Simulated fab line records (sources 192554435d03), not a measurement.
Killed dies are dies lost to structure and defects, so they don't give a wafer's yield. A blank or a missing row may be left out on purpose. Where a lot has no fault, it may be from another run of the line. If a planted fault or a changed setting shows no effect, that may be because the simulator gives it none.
8D (eight disciplines) problem report, filled in by code :: flow n5-finfet :: the parts of the form that need people (team, actions taken, sign-off) are left out

## 1. THE ISSUE
At N5_PASSIVATION_PROBE_49, killed_at_M4_up averages 116 over 6 wafers from 2 lots, while fault-free wafers read 13, standard deviation 5. That is +21 standard deviations from the usual mean.
Earliest sighting: wafer L432.2 on prober-01 at day 17 09:19. The record has a number at this step for 12 wafers belonging to 4 lots. Rule for "out", or "out of limits": more than 4 standard deviations from the usual mean. Any other wafer with a number is counted as sound.

## 2. WHAT IT IS; WHAT IT IS NOT
question: which readings at this step
is: killed_at_M4_up
is not: killed_at_M0_to_M3, killed-at-contacts, killed-at-other, killed-open, killed-short, sort_bin_4_leakage

question: which lots
is: L432, L433
is not: L416, L424

question: which wafers of those lots
is: all that have a number
is not: -

question: read on which tools
is: prober-01, prober-02
is not: -

question: when
is: from day 17 09:19
is not: up to then (6 sound wafers)

## 3. SUSPECTS, AND WHAT RULES EACH OUT
Counting: a tool at any process step up to the reading remains a suspect when it ran all the lots that are out and ran no sound lot after the first of those.
- rie-diel-03 at N5_BEOL_M13_ETCH_67 (etches SiARC in CF4, target depth 143 nm, time 238.3 s): kept. Every lot that is out went through it, starting with L432 (day 15 23:46), and after that it ran no sound lot; the last sound lot it ran before then is L416 (day 12 05:49).
After counting, what remains is rie-diel-03 at N5_BEOL_M13_ETCH_67.

## 4. THE CAUSE (what the simulator had put in)
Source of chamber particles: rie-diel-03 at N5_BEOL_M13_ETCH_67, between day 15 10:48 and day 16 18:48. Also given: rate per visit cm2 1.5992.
This tool alone remained once counting was done.

## 5. THE CHAIN OF EFFECTS, in route order
Each row: a reading whose mean over the struck wafers that have a number lies more than 3 standard deviations from the usual. Scope: only readings with a usual standard deviation given in the record; hours: median across lots of the time from each lot's start at the first step in this table that gives one to its start at this step; sigmas: change in usual standard deviations.
hours: 0
step: N5_PASSIVATION_PROBE_49
reading: defect-limited-yield
usual: 91.8 %
on struck wafers: 83.3
change: -8.5
sigmas: -5.7

hours: 0
step: N5_PASSIVATION_PROBE_49
reading: killed_at_M4_up
usual: 13
on struck wafers: 116
change: +103
sigmas: +21

hours: 0
step: N5_PASSIVATION_PROBE_49
reading: killed-dies
usual: 97
on struck wafers: 197
change: +100
sigmas: +5.6

hours: 0
step: N5_PASSIVATION_PROBE_49
reading: killed-on-rim
usual: 12
on struck wafers: 30
change: +18
sigmas: +4.2

hours: 0
step: N5_PASSIVATION_PROBE_49
reading: sort_bin_5_function
usual: 4.8 %
on struck wafers: 9.8
change: +5.0
sigmas: +5.0

hours: 0
step: N5_PASSIVATION_PROBE_49
reading: sort-n-pass
usual: 1083
on struck wafers: 983
change: -100
sigmas: -5.6

hours: 0
step: N5_PASSIVATION_PROBE_49
reading: sort-yield-pct
usual: 91.8 %
on struck wafers: 83.3
change: -8.5
sigmas: -5.7
It contains these process steps:
- N5_PASSIVATION_PROBE_49

## 6. WHAT WOULD HAVE CAUGHT IT SOONER
In this record no reading fell out of limits until day 17 09:19, 47 hours after the fault had begun at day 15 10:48.
No tool reading at N5_BEOL_M13_ETCH_67 that has a usual standard deviation in the record was out on any struck wafer, so an alarm limit of 4 standard deviations on those readings would not have fired.
Lots out: 2; all had begun N5_BEOL_M13_ETCH_67 on rie-diel-03 by day 17 09:19. Holding the tool at that point would not have protected any of them.
